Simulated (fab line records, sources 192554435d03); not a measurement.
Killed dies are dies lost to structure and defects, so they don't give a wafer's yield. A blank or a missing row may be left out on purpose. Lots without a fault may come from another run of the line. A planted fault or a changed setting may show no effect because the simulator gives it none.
Which tool did it? | flow n5_finfet | 24 lots, 72 wafers sampled, at 4 steps of a route of 1938

WHAT THE GAUGES READ, wafer by wafer
N5_WELL_APT_INSPECT_10: inspects for defects (macro). Usual: raw_defect_count 2, standard deviation 1.4.
lot  | measured    | on                | raw_defect_count | flag
L074 | day 1 13:37 | defect_inspect-01 | 4 2 2            |
L075 | day 1 20:02 | defect_inspect-02 | 0 1 1            |
L076 | day 2 01:37 | defect_inspect-01 | 1 3 0            |
L077 | day 2 07:38 | defect_inspect-02 | 1 0 2            |
L078 | day 2 13:49 | defect_inspect-01 | 0 4 1            |
L079 | day 2 19:48 | defect_inspect-02 | 4 5 1            |
L080 | day 3 01:47 | defect_inspect-01 | 2 2 0            |
L081 | day 3 08:11 | defect_inspect-02 | 0 3 2            |
L082 | day 3 13:39 | defect_inspect-02 | 0 2 2            |
L083 | day 3 19:44 | defect_inspect-01 | 1 7 2            |
L084 | day 4 01:50 | defect_inspect-01 | 1 2 1            |
L085 | day 4 07:44 | defect_inspect-02 | 3 2 1            |
L086 | day 4 14:08 | defect_inspect-02 | 2 3 2            |
L087 | day 4 20:13 | defect_inspect-01 | 2 3 1            |
L088 | day 5 02:02 | defect_inspect-01 | 0 5 1            |
L089 | day 5 07:50 | defect_inspect-01 | 0 5 3            |
L090 | day 5 13:37 | defect_inspect-01 | 1 1 1            |
L091 | day 5 19:52 | defect_inspect-01 | 1 1 4            |
L092 | day 6 01:57 | defect_inspect-02 | 1 2 1            |
L093 | day 6 07:47 | defect_inspect-02 | 0 1 2            |
L094 | day 6 14:05 | defect_inspect-02 | 3 3 5            |
L095 | day 6 19:44 | defect_inspect-01 | 3 1 4            |
L096 | day 7 02:04 | defect_inspect-01 | 2 0 2            |
L097 | day 7 07:38 | defect_inspect-02 | 2 1 1            |

N5_WELL_APT_CD_MEAS_25: target cd 200 nm. Usual: cd_nm 200.3 nm, standard deviation 2.
lot  | measured    | on        | cd_nm (nm)        | flag
L074 | day 1 14:59 | cd_sem-02 | 199.6 201.5 199.9 |
L075 | day 1 21:09 | cd_sem-02 | 201.4 202.5 203.2 |
L076 | day 2 02:57 | cd_sem-02 | 203.0 199.1 201.3 |
L077 | day 2 08:43 | cd_sem-03 | 197.6 197.8 195.3 |
L078 | day 2 15:02 | cd_sem-02 | 201.8 201.5 198.2 |
L079 | day 2 21:02 | cd_sem-01 | 199.3 199.9 198.0 |
L080 | day 3 02:52 | cd_sem-01 | 197.6 198.9 197.7 |
L081 | day 3 09:26 | cd_sem-02 | 197.9 200.1 196.6 |
L082 | day 3 14:51 | cd_sem-02 | 203.7 200.2 203.6 |
L083 | day 3 20:56 | cd_sem-03 | 198.6 199.2 197.6 |
L084 | day 4 02:54 | cd_sem-02 | 202.2 201.6 202.8 |
L085 | day 4 09:37 | cd_sem-01 | 200.1 203.7 202.5 |
L086 | day 4 15:21 | cd_sem-02 | 200.6 199.9 198.2 |
L087 | day 4 21:32 | cd_sem-02 | 197.5 201.4 199.4 |
L088 | day 5 03:16 | cd_sem-03 | 198.2 199.5 201.9 |
L089 | day 5 08:55 | cd_sem-01 | 197.3 199.7 197.6 |
L090 | day 5 14:51 | cd_sem-02 | 201.3 200.3 202.1 |
L091 | day 5 21:13 | cd_sem-01 | 198.4 203.1 197.7 |
L092 | day 6 04:08 | cd_sem-02 | 203.5 202.4 202.5 |
L093 | day 6 08:59 | cd_sem-01 | 199.7 201.3 201.0 |
L094 | day 6 15:16 | cd_sem-02 | 199.5 204.1 202.3 |
L095 | day 6 20:56 | cd_sem-02 | 200.6 198.6 202.2 |
L096 | day 7 03:30 | cd_sem-02 | 201.5 201.1 200.3 |
L097 | day 7 08:43 | cd_sem-02 | 199.9 198.1 199.9 |

WHICH TOOL RAN EACH LOT (tool, then ch and the chambers of the sampled wafers, then the start)
lot  | N5_ZERO_LAYER_ETCH_17             | N5_WELL_APT_DESCUM_13
L074 | rie_diel-05 ch 1,2,3, day 1 12:43 | rie_diel-06 ch 1,2, day 1 13:49
L075 | rie_diel-05 ch 0,2,3, day 1 19:08 | rie_diel-02 ch 0,1,2, day 1 20:04
L076 | rie_diel-03 ch 0,3, day 2 00:43   | rie_diel-02 ch 1,2, day 2 01:55
L077 | rie_diel-03 ch 0,1,2, day 2 06:44 | rie_diel-02 ch 0,1,3, day 2 07:40
L078 | rie_diel-03 ch 1,2,3, day 2 12:55 | rie_diel-06 ch 0,2,3, day 2 13:53
L079 | rie_diel-05 ch 0,1,3, day 2 18:55 | rie_diel-02 ch 0,1,2, day 2 19:52
L080 | rie_diel-04 ch 0,3, day 3 00:52   | rie_diel-02 ch 1,2,3, day 3 01:49
L081 | rie_diel-03 ch 0,1, day 3 07:16   | rie_diel-02 ch 1,2,3, day 3 08:13
L082 | rie_diel-04 ch 0,1, day 3 12:45   | rie_diel-06 ch 0,3, day 3 13:49
L083 | rie_diel-04 ch 1,2, day 3 18:43   | rie_diel-02 ch 1,2,3, day 3 19:46
L084 | rie_diel-04 ch 0,1,2, day 4 00:53 | rie_diel-01 ch 0,1,2, day 4 01:52
L085 | rie_diel-03 ch 0,1,2, day 4 06:43 | rie_diel-01 ch 0,1,2, day 4 08:26
L086 | rie_diel-03 ch 0,2, day 4 13:06   | rie_diel-02 ch 1,3, day 4 14:19
L087 | rie_diel-04 ch 0,2, day 4 19:02   | rie_diel-01 ch 1,2, day 4 20:14
L088 | rie_diel-05 ch 0,1,3, day 5 01:08 | rie_diel-02 ch 1,3, day 5 02:04
L089 | rie_diel-03 ch 0,1,3, day 5 06:57 | rie_diel-06 ch 1,2,3, day 5 07:53
L090 | rie_diel-03 ch 1,2, day 5 12:43   | rie_diel-06 ch 0,3, day 5 13:41
L091 | rie_diel-03 ch 0,1,2, day 5 18:59 | rie_diel-01 ch 0,2,3, day 5 20:02
L092 | rie_diel-03 ch 0,2, day 6 00:55   | rie_diel-02 ch 1,2, day 6 02:43
L093 | rie_diel-03 ch 0,2,3, day 6 06:44 | rie_diel-01 ch 0,2,3, day 6 07:49
L094 | rie_diel-03 ch 1,2, day 6 13:03   | rie_diel-02 ch 2,3, day 6 14:13
L095 | rie_diel-05 ch 0,1,3, day 6 18:43 | rie_diel-01 ch 0,1,2, day 6 19:47
L096 | rie_diel-04 ch 2,3, day 7 01:02   | rie_diel-06 ch 0,1,2, day 7 02:20
L097 | rie_diel-04 ch 0,1, day 7 06:44   | rie_diel-02 ch 1,2, day 7 07:40
- N5_ZERO_LAYER_ETCH_17: etches SiO2 in CF4, target depth 12 nm, time 13.3 s.
- N5_WELL_APT_DESCUM_13: chemistry O2, time 7.9 s.

WHAT THE TOOLS THEMSELVES READ (means of the sampled wafers that have a number; where no wafer has one, the mark that the record gives instead)
N5_ZERO_LAYER_ETCH_17. Usual: drypump_motor_current_A 5.83 A, standard deviation 0.25; oes_product_au 0.77 a.u., standard deviation 0.064; rf_vpp_V 947 V, standard deviation 4.5; showerhead_plenum_p_Torr 2.12 Torr, standard deviation 0.069; throttle_valve_pct 15.74 %, standard deviation 0.15.
lot  | tool        | drypump_motor_current_A (A) | oes_product_au (a.u.) | rf_vpp_V (V) | showerhead_plenum_p_Torr (Torr) | throttle_valve_pct (%) | flag
L074 | rie_diel-05 | 5.83                        | 0.83                  | 950          | 2.17                            | 15.68                  |
L075 | rie_diel-05 | 5.87                        | 0.83                  | 950          | 2.16                            | 15.78                  |
L076 | rie_diel-03 | 5.95                        | 0.73                  | 944          | 2.07                            | 15.74                  |
L077 | rie_diel-03 | 5.86                        | 0.79                  | 950          | 2.15                            | 15.74                  |
L078 | rie_diel-03 | 5.70                        | 0.77                  | 946          | 2.12                            | 15.71                  |
L079 | rie_diel-05 | 5.83                        | 0.74                  | 947          | 2.11                            | 15.82                  |
L080 | rie_diel-04 | 5.98                        | 0.77                  | 947          | 2.12                            | 15.81                  |
L081 | rie_diel-03 | 5.82                        | 0.78                  | 945          | 2.10                            | 15.76                  |
L082 | rie_diel-04 | 5.87                        | 0.85                  | 946          | 2.09                            | 15.42                  |
L083 | rie_diel-04 | 5.86                        | 0.83                  | 944          | 2.07                            | 15.45                  |
L084 | rie_diel-04 | 5.71                        | 0.78                  | 944          | 2.07                            | 15.58                  |
L085 | rie_diel-03 | 5.87                        | 0.77                  | 949          | 2.15                            | 15.76                  |
L086 | rie_diel-03 | 6.09                        | 0.76                  | 950          | 2.17                            | 15.79                  |
L087 | rie_diel-04 | 5.59                        | 0.72                  | 943          | 2.05                            | 15.73                  |
L088 | rie_diel-05 | 5.82                        | 0.72                  | 947          | 2.11                            | 15.85                  |
L089 | rie_diel-03 | 5.87                        | 0.74                  | 945          | 2.08                            | 15.79                  |
L090 | rie_diel-03 | 5.66                        | 0.77                  | 952          | 2.18                            | 15.73                  |
L091 | rie_diel-03 | 5.84                        | 0.76                  | 949          | 2.15                            | 15.79                  |
L092 | rie_diel-03 | 5.91                        | 0.76                  | 952          | 2.19                            | 15.76                  |
L093 | rie_diel-03 | 5.93                        | 0.73                  | 949          | 2.13                            | 15.78                  |
L094 | rie_diel-03 | 5.62                        | 0.77                  | 946          | 2.12                            | 15.78                  |
L095 | rie_diel-05 | 5.83                        | 0.72                  | 947          | 2.10                            | 15.89                  |
L096 | rie_diel-04 | 5.81                        | 0.71                  | 944          | 2.07                            | 15.83                  |
L097 | rie_diel-04 | 5.84                        | 0.81                  | 944          | 2.08                            | 15.48                  |

N5_WELL_APT_DESCUM_13. Usual: drypump_motor_current_A 5.7 A, standard deviation 0.46; oes_product_au 0.79 a.u., standard deviation 0.1; rf_vpp_V 243.2 V, standard deviation 1.5; showerhead_plenum_p_Torr 2.10 Torr, standard deviation 0.074; throttle_valve_pct 20.45 %, standard deviation 0.24.
lot  | tool        | drypump_motor_current_A (A) | oes_product_au (a.u.) | rf_vpp_V (V) | showerhead_plenum_p_Torr (Torr) | throttle_valve_pct (%) | flag
L074 | rie_diel-06 | 5.8                         | 0.73                  | 244.0        | 2.14                            | 20.67                  |
L075 | rie_diel-02 | 5.9                         | 0.73                  | 242.5        | 2.06                            | 20.47                  |
L076 | rie_diel-02 | 6.2                         | 0.78                  | 242.7        | 2.08                            | 20.33                  |
L077 | rie_diel-02 | 6.0                         | 0.74                  | 242.2        | 2.03                            | 20.47                  |
L078 | rie_diel-06 | 5.6                         | 0.86                  | 243.8        | 2.15                            | 20.45                  |
L079 | rie_diel-02 | 5.9                         | 0.73                  | 243.4        | 2.06                            | 20.47                  |
L080 | rie_diel-02 | 6.1                         | 0.74                  | 243.0        | 2.08                            | 20.44                  |
L081 | rie_diel-02 | 6.1                         | 0.73                  | 243.1        | 2.08                            | 20.45                  |
L082 | rie_diel-06 | 5.6                         | 0.92                  | 243.9        | 2.17                            | 20.26                  |
L083 | rie_diel-02 | 6.1                         | 0.73                  | 242.9        | 2.08                            | 20.46                  |
L084 | rie_diel-01 | 5.3                         | 0.75                  | 243.0        | 2.09                            | 20.55                  |
L085 | rie_diel-01 | 5.3                         | 0.73                  | 243.4        | 2.08                            | 20.56                  |
L086 | rie_diel-02 | 6.2                         | 0.74                  | 242.9        | 2.05                            | 20.46                  |
L087 | rie_diel-01 | 5.8                         | 0.72                  | 244.1        | 2.10                            | 20.72                  |
L088 | rie_diel-02 | 6.2                         | 0.73                  | 242.7        | 2.05                            | 20.46                  |
L089 | rie_diel-06 | 5.8                         | 0.75                  | 243.4        | 2.09                            | 20.59                  |
L090 | rie_diel-06 | 5.6                         | 0.86                  | 243.1        | 2.09                            | 20.35                  |
L091 | rie_diel-01 | 5.4                         | 0.79                  | 242.6        | 2.08                            | 20.30                  |
L092 | rie_diel-02 | 6.2                         | 0.86                  | 242.1        | 2.07                            | 20.26                  |
L093 | rie_diel-01 | 5.4                         | 0.79                  | 243.0        | 2.08                            | 20.30                  |
L094 | rie_diel-02 | 6.0                         | 0.77                  | 242.7        | 2.07                            | 20.48                  |
L095 | rie_diel-01 | 5.3                         | 0.72                  | 242.2        | 2.08                            | 20.59                  |
L096 | rie_diel-06 | 5.8                         | 0.86                  | 244.0        | 2.15                            | 20.41                  |
L097 | rie_diel-02 | 6.0                         | 0.88                  | 243.3        | 2.10                            | 20.29                  |

THE ANSWER, worked out from the rows above alone
Rule: a lot is off if the mean of its wafers that have a number lies more than 3 standard deviations from the usual mean. A lot without any number at a reading at which 4 lots or more have one is off too. The other lots that the step has rows for count as sound. The gauges are gone through in route order, then the tools' own readings, and for those a lot's mean is taken as printed above. The first step at which some lot is off is used, and at that step the reading that is off furthest; a lot without a number counts as furthest.
No lot is off at any reading shown: from this, nothing can be told.

WHAT THE SIMULATOR HAD PUT IN
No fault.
